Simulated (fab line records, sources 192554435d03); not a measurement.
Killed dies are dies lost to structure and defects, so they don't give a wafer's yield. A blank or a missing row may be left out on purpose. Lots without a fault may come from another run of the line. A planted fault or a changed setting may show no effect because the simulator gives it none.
A struck lot beside a sound one | flow n5_finfet | 13 steps out of a route of 1938
Sound: wafers L118.2, L118.4, L118.5. Struck: wafers L116.3, L116.5, L116.6. The cause comes at the end.
At each step with rows: each side's tool, then ch and its chambers, then its first start. Under that, the readings that differ: sound wafers | struck wafers | difference of the means | sigmas: that difference in standard deviations of wafers without a fault.
alike: readings whose means differ by less than 2 such deviations, and words and numbers that are the same on both sides. not compared: withheld readings, readings that some wafer has no value for, bounds like >300 that may hide the same value, and numbers for which the record gives no deviation and whose values overlap.
The two part at a step that has a row with sigmas, a row that says differs or no value, or rows on one side only. Numbers that don't overlap but have no deviation are shown without sigmas and don't part them. A reading that every wafer of one side lacks parts them only if that side has two wafers or more.

first, 9 steps without rows for these wafers: N5_BEOL_M1_DEVELOP_27 (develop time 30 s); N5_BEOL_M1_DESCUM_33 (chemistry O2, time 7 s); N5_BEOL_M1_ETCH_77 (etches underlayer in N2/H2, target depth 6.5 nm, time 5.2 s); N5_BEOL_M1_ETCH_69 (etches SiARC in CF4, target depth 15.6 nm, time 26 s); N5_BEOL_M1_ALD_98 (deposits SiO2, target thk 2.5 nm, pulse time 1 s, co reactant pulse time 1 s); N5_BEOL_M1_ETCHBACK_99 (etches SiO2 in CHF3, target depth 5 nm, time 10.4 s); N5_BEOL_M1_ETCH_70 (etches SOC in N2/H2, target depth 80 nm, overetch 16 nm, time 120 s); N5_BEOL_M1_STRIP_71 (strips in N2/H2); N5_BEOL_M1_STRIP_78 (strips in N2/H2).
N5_BEOL_M1_VIA_ETCH_34: etches the open film in C4F6/O2, target depth 67.8 nm, time 64.4 s.
  sound on rie_diel-05 ch 0,3, day 11 04:39; struck on rie_diel-04 ch 0,1,2, day 10 07:33
  reading      | sound             | struck            | difference | sigmas
  bias_w (W)   | 170.8 169.4 170.9 | 158.7 160.4 160.3 | -10.6      | -20
  rf_vpp_V (V) | 671 664 669       | 635 640 636       | -31        | -7
  alike: drypump_motor_current_A, oes_product_au, showerhead_plenum_p_Torr, throttle_valve_pct
  not compared: rf_hours_counter_h
then, 1 step without rows for these wafers: N5_BEOL_M1_STRIP_83 (strips in C4F6/O2).
-- the record jumps here: 3 days lie between the struck wafers' starts before and after (it left off in module BEOL_M1 and takes up again in module BEOL_M4, whose first step shown is number 1111 of the route) --
N5_BEOL_M4_RC_MEAS_101:
  sound on prober-01 ch 0, day 13 01:40; struck on prober-02 ch 0, day 13 00:07
  alike: DIBL_N, DIBL_P, IOFF_N, IOFF_P, ION_N, ION_P, SS_N, SS_P, VT_N, VT_P
N5_PASSIVATION_PROBE_49:
  the record has rows for the sound wafers here (prober-01, day 17 16:08) and none for the struck ones

WHERE THEY PART
First at N5_BEOL_M1_VIA_ETCH_34; last, within this record, at N5_PASSIVATION_PROBE_49.

WHY: what the simulator had put in
Process parameter drift: rie_diel-04, from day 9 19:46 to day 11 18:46, at N5_BEOL_M1_VIA_ETCH_34. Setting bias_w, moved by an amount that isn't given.
